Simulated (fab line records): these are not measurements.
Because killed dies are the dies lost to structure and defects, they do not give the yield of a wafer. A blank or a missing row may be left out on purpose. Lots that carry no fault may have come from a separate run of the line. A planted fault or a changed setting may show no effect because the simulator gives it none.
Matching of chambers / flow nand-harc / rie-diel-13 running NHARC_P_M0_ETCH_34: 4 sister chambers
The step etches the open film in N2/H2, target depth 40 nm, overetch 12 nm, time 43.94 s. 22 wafers are shown with their chamber, then 11 later ones without.

== WAFERS PAIRED WITH THEIR CHAMBERS ==
wafer=L075.1; chamber=3; oes-product-au (a.u.)=1.016; rf-vpp-V (V)=431.3; throttle-valve-pct (%)=14.169
wafer=L075.4; chamber=0; oes-product-au (a.u.)=1.011; rf-vpp-V (V)=431.8; throttle-valve-pct (%)=14.174
wafer=L075.5; chamber=2; oes-product-au (a.u.)=0.978; rf-vpp-V (V)=428.6; throttle-valve-pct (%)=14.166
wafer=L077.1; chamber=2; oes-product-au (a.u.)=0.984; rf-vpp-V (V)=428.4; throttle-valve-pct (%)=14.174
wafer=L077.2; chamber=3; oes-product-au (a.u.)=1.007; rf-vpp-V (V)=432.1; throttle-valve-pct (%)=14.175
wafer=L077.6; chamber=3; oes-product-au (a.u.)=0.997; rf-vpp-V (V)=432.5; throttle-valve-pct (%)=14.158
wafer=L078.3; chamber=1; oes-product-au (a.u.)=1.002; rf-vpp-V (V)=429.0; throttle-valve-pct (%)=14.180
wafer=L078.4; chamber=2; oes-product-au (a.u.)=0.990; rf-vpp-V (V)=430.3; throttle-valve-pct (%)=14.163
wafer=L078.6; chamber=0; oes-product-au (a.u.)=1.017; rf-vpp-V (V)=430.8; throttle-valve-pct (%)=14.170
wafer=L081.4; chamber=0; oes-product-au (a.u.)=1.007; rf-vpp-V (V)=433.1; throttle-valve-pct (%)=14.168
wafer=L081.5; chamber=2; oes-product-au (a.u.)=0.979; rf-vpp-V (V)=428.3; throttle-valve-pct (%)=14.174
wafer=L081.6; chamber=3; oes-product-au (a.u.)=1.014; rf-vpp-V (V)=432.7; throttle-valve-pct (%)=14.178
wafer=L087.2; chamber=2; oes-product-au (a.u.)=0.991; rf-vpp-V (V)=427.7; throttle-valve-pct (%)=14.154
wafer=L087.4; chamber=3; oes-product-au (a.u.)=1.013; rf-vpp-V (V)=431.4; throttle-valve-pct (%)=14.155
wafer=L087.5; chamber=0; oes-product-au (a.u.)=1.001; rf-vpp-V (V)=434.0; throttle-valve-pct (%)=14.156
wafer=L088.2; chamber=1; oes-product-au (a.u.)=1.003; rf-vpp-V (V)=431.1; throttle-valve-pct (%)=14.156
wafer=L088.4; chamber=2; oes-product-au (a.u.)=0.980; rf-vpp-V (V)=425.4; throttle-valve-pct (%)=14.174
wafer=L088.5; chamber=2; oes-product-au (a.u.)=0.988; rf-vpp-V (V)=428.8; throttle-valve-pct (%)=14.166
wafer=L090.1; chamber=1; oes-product-au (a.u.)=1.013; rf-vpp-V (V)=430.4; throttle-valve-pct (%)=14.180
wafer=L090.3; chamber=0; oes-product-au (a.u.)=1.011; rf-vpp-V (V)=432.2; throttle-valve-pct (%)=14.167
wafer=L090.6; chamber=0; oes-product-au (a.u.)=1.010; rf-vpp-V (V)=430.3; throttle-valve-pct (%)=14.158
wafer=L091.2; chamber=2; oes-product-au (a.u.)=0.983; rf-vpp-V (V)=429.9; throttle-valve-pct (%)=14.169

SIGNATURES (averages over the wafers above)
reading=oes-product-au; chamber 0=1.00950; chamber 1=1.00600; chamber 2=0.98413; chamber 3=1.00940; scatter within a chamber=0.00591
reading=rf-vpp-V; chamber 0=432.033; chamber 1=430.167; chamber 2=428.425; chamber 3=432.000; scatter within a chamber=1.27
reading=throttle-valve-pct; chamber 0=14.16550; chamber 1=14.17200; chamber 2=14.16750; chamber 3=14.16700; scatter within a chamber=0.00876
Rule: for a wafer and a chamber, the distance is found by dividing, reading by reading, the gap between the wafer's reading and the chamber's mean by the reading's scatter, squaring, summing and taking the root. If the next closest chamber is less than 2 further off than the closest, the wafer can't be placed; otherwise it belongs to the closest. The scatter is the square root of a quotient: the sum, over the shown wafers, of each reading's squared deviation from its chamber's mean, divided by wafers minus chambers.

== WAFERS WHOSE CHAMBER IS MISSING ==
wafer=L091.3; oes-product-au (a.u.)=1.000; rf-vpp-V (V)=432.3; throttle-valve-pct (%)=14.168
wafer=L091.4; oes-product-au (a.u.)=0.998; rf-vpp-V (V)=432.1; throttle-valve-pct (%)=14.180
wafer=L093.1; oes-product-au (a.u.)=1.000; rf-vpp-V (V)=430.5; throttle-valve-pct (%)=14.171
wafer=L093.3; oes-product-au (a.u.)=0.999; rf-vpp-V (V)=431.8; throttle-valve-pct (%)=14.171
wafer=L093.6; oes-product-au (a.u.)=0.988; rf-vpp-V (V)=428.9; throttle-valve-pct (%)=14.166
wafer=L094.2; oes-product-au (a.u.)=0.991; rf-vpp-V (V)=428.7; throttle-valve-pct (%)=14.180
wafer=L094.3; oes-product-au (a.u.)=1.002; rf-vpp-V (V)=431.6; throttle-valve-pct (%)=14.178
wafer=L094.4; oes-product-au (a.u.)=1.013; rf-vpp-V (V)=432.0; throttle-valve-pct (%)=14.181
wafer=L096.1; oes-product-au (a.u.)=1.001; rf-vpp-V (V)=431.2; throttle-valve-pct (%)=14.162
wafer=L096.3; oes-product-au (a.u.)=1.016; rf-vpp-V (V)=432.5; throttle-valve-pct (%)=14.156
wafer=L096.5; oes-product-au (a.u.)=0.990; rf-vpp-V (V)=427.5; throttle-valve-pct (%)=14.170

== THE CHAMBER EACH PASSED THROUGH ==
wafer=L091.3; from the rows above=can't be placed: 3 or 0 or 1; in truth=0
wafer=L091.4; from the rows above=can't be placed: 1 or 3 or 0 or 2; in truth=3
wafer=L093.1; from the rows above=can't be placed: 1 or 3 or 0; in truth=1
wafer=L093.3; from the rows above=can't be placed: 1 or 3 or 0 or 2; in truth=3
wafer=L093.6; from the rows above=2; in truth=2
wafer=L094.2; from the rows above=can't be placed: 2 or 1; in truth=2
wafer=L094.3; from the rows above=can't be placed: 1 or 3 or 0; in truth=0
wafer=L094.4; from the rows above=can't be placed: 3 or 0 or 1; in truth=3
wafer=L096.1; from the rows above=can't be placed: 0 or 1 or 3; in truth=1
wafer=L096.3; from the rows above=can't be placed: 0 or 3 or 1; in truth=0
wafer=L096.5; from the rows above=2; in truth=2
Correct placement for 2 of the 11. Not placeable from these rows: 9 (in 9, the candidates include the true chamber). Placed wrongly: 0.
